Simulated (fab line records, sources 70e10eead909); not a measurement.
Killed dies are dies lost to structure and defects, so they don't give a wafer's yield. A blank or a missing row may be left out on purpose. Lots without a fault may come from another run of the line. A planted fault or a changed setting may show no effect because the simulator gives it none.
Chamber matching | flow nand_harc | NHARC_A_CONTACT_DEP_85 on pecvd-02: 3 sister chambers
The step deposits SiON, target thk 50 nm. 16 wafers are shown with their chamber, then 8 later ones without.

WAFERS WITH THEIR CHAMBER
wafer  | chamber | heater_power_w (W) | showerhead_vpp_V (V)
L076.1 | 2       | 920                | 1191
L076.5 | 2       | 915                | 1188
L076.6 | 0       | 667                | 1165
L078.3 | 0       | 557                | 1157
L078.4 | 2       | 904                | 1184
L078.5 | 0       | 565                | 1184
L084.1 | 2       | 899                | 1204
L084.4 | 2       | 914                | 1175
L084.6 | 0       | 578                | 1165
L080.1 | 2       | 770                | 1199
L080.5 | 1       | 774                | 1113
L080.6 | 0       | 630                | 1165
L085.2 | 0       | 673                | 1187
L085.3 | 2       | 949                | 1187
L085.6 | 2       | 913                | 1183
L089.1 | 1       | 791                | 1130

SIGNATURES (means of the wafers above)
reading          | chamber 0 | chamber 1 | chamber 2 | scatter within a chamber
heater_power_w   | 611.67    | 782.50    | 898.00    | 51.1
showerhead_vpp_V | 1170.50   | 1121.50   | 1188.88   | 10.6
Rule: a wafer's distance from a chamber is the root of the sum, over the readings, of the square of ((its reading less the chamber's mean) divided by the reading's scatter). The wafer belongs to the nearest chamber; if the next one is less than 2 further off, it can't be placed. The scatter: the root of (the sum of the squares of (reading less its chamber's mean) over the shown wafers, divided by (wafers less chambers)).

WAFERS WITHOUT THEIR CHAMBER
wafer  | heater_power_w (W) | showerhead_vpp_V (V)
L089.3 | 616                | 1169
L089.6 | 620                | 1170
L091.1 | 909                | 1190
L091.3 | 603                | 1189
L091.4 | 740                | 1111
L097.1 | 665                | 1117
L097.5 | 576                | 1175
L097.6 | 923                | 1191

WHICH CHAMBER EACH WENT THROUGH
wafer  | from the rows above | in truth
L089.3 | 0                   | 0
L089.6 | 0                   | 0
L091.1 | 2                   | 2
L091.3 | 0                   | 0
L091.4 | 1                   | 1
L097.1 | 1                   | 1
L097.5 | 0                   | 0
L097.6 | 2                   | 2
Placed correctly: 8 of 8. Can't be placed from these rows: 0. Placed wrongly: 0.
